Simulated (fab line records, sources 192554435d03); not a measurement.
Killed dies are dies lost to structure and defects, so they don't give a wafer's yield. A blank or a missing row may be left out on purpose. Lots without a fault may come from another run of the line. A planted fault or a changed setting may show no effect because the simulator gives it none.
A struck lot beside a sound one | flow n5_finfet | 15 steps out of a route of 1938
Sound: wafers L126.1, L126.3, L126.4. Struck: wafers L131.1, L131.2, L131.6. The cause comes at the end.
At each step with rows: each side's tool, then ch and its chambers, then its first start. Under that, the readings that differ: sound wafers | struck wafers | difference of the means | sigmas: that difference in standard deviations of wafers without a fault.
alike: readings whose means differ by less than 2 such deviations, and words and numbers that are the same on both sides. not compared: withheld readings, readings that some wafer has no value for, bounds like >300 that may hide the same value, and numbers for which the record gives no deviation and whose values overlap.
The two part at a step that has a row with sigmas, a row that says differs or no value, or rows on one side only. Numbers that don't overlap but have no deviation are shown without sigmas and don't part them. A reading that every wafer of one side lacks parts them only if that side has two wafers or more.

N5_GATE_CUT_VAPOR_ETCH_60: etches HfO2 in BCl3/Cl2.
  sound on rie_metal-02 ch 0,1, day 4 18:47; struck on rie_metal-01 ch 0,1, day 5 18:57
  alike: drypump_motor_current_A, oes_product_au
N5_GATE_CUT_ETCH_58: etches SiNx in CH3F/O2, target depth 17 nm, time 128.6 s.
  sound on rie_diel-03 ch 0,1,3, day 4 18:50; struck on rie_diel-01 ch 0,1, day 5 19:00
  alike: drypump_motor_current_A, oes_product_au, rf_vpp_V, showerhead_plenum_p_Torr, throttle_valve_pct
  not compared: rf_hours_counter_h
then, 3 steps without rows for these wafers: N5_GATE_CUT_STRIP_59 (strips in N2/H2, time 20 s); N5_GATE_CUT_PRECLEAN_31 (cleans in DIW, time 300 s); N5_GATE_CUT_SRD_32 (time 30 s).
N5_GATE_CUT_SAC_CAP_01: material SiNx, target thk 24 nm, pulse time 1 s, ald cycles 480.
  sound on ald_sin-01 ch 0,1,3, day 4 19:20; struck on ald_sin-02 ch 1,2,3, day 5 19:19
  alike: heater_power_w, precursor_pulse_height_rel
  not compared: since_wet_clean_h
N5_GATE_CUT_PECVD_57: deposits SiNx from SiH4/NH3/N2, target thk 21 nm.
  sound on pecvd-04 ch 0,1,2, day 4 21:32; struck on pecvd-04 ch 0,1,2, day 5 21:31
  alike: heater_power_w, showerhead_plenum_p_Torr, throttle_valve_pct
  not compared: since_wet_clean_h
then, 1 step without rows for these wafers: N5_GATE_CUT_CMP_02 (polishes, stops on SiO2, t overpolish 12.7 s, target thk 0 nm).
N5_GATE_CUT_HM_DEP_46: deposits SiO2 from TEOS/O2, target thk 130 nm, time 26.6 s.
  sound on pecvd-04 ch 0,2, day 4 21:56; struck on pecvd-03 ch 1,2, day 5 21:55
  reading            | sound       | struck      | difference | sigmas
  heater_power_w (W) | 403 655 390 | 754 617 741 | +221       | +2
  alike: showerhead_plenum_p_Torr, throttle_valve_pct
  not compared: since_wet_clean_h
then, 2 steps without rows for these wafers: N5_GATE_CUT_COAT_34 (time 60 s, resist thk 60 nm); N5_GATE_CUT_COAT_35 (time 60 s, resist thk 10 nm).
N5_GATE_CUT_COAT_27: time 60 s, resist thk 10 nm.
  sound on litho_track-02 ch 0, day 4 22:00; struck on litho_track-02 ch 0, day 5 21:59
  reading                  | sound                | struck               | difference | sigmas
  heater_power_total_W (W) | 392.7 392.0 393.1    | 387.3 386.2 384.7    | -6.5       | -5
  plate_temp_C (C)         | 205.21 205.19 205.19 | 202.43 202.56 202.42 | -2.73      | -17
then, 1 step without rows for these wafers: N5_GATE_CUT_COAT_07 (resist thk 30 nm).
-- the record jumps here: 4 days lie between the struck wafers' starts before and after (it left off in module GATE_CUT and takes up again in module BEOL_M4, whose first step shown is number 1111 of the route) --
N5_BEOL_M4_RC_MEAS_101:
  sound on prober-02 ch 0, day 9 04:22; struck on prober-01 ch 0, day 9 20:46
  alike: DIBL_N, DIBL_P, IOFF_N, IOFF_P, ION_N, ION_P, SS_N, SS_P, VT_N, VT_P
then, 1 step without rows for these wafers: N5_PASSIVATION_PROBE_49.

WHERE THEY PART
First at N5_GATE_CUT_HM_DEP_46; last, within this record, at N5_GATE_CUT_COAT_27. Later steps at which nothing parts them and some readings are alike: N5_BEOL_M4_RC_MEAS_101.

WHY: what the simulator had put in
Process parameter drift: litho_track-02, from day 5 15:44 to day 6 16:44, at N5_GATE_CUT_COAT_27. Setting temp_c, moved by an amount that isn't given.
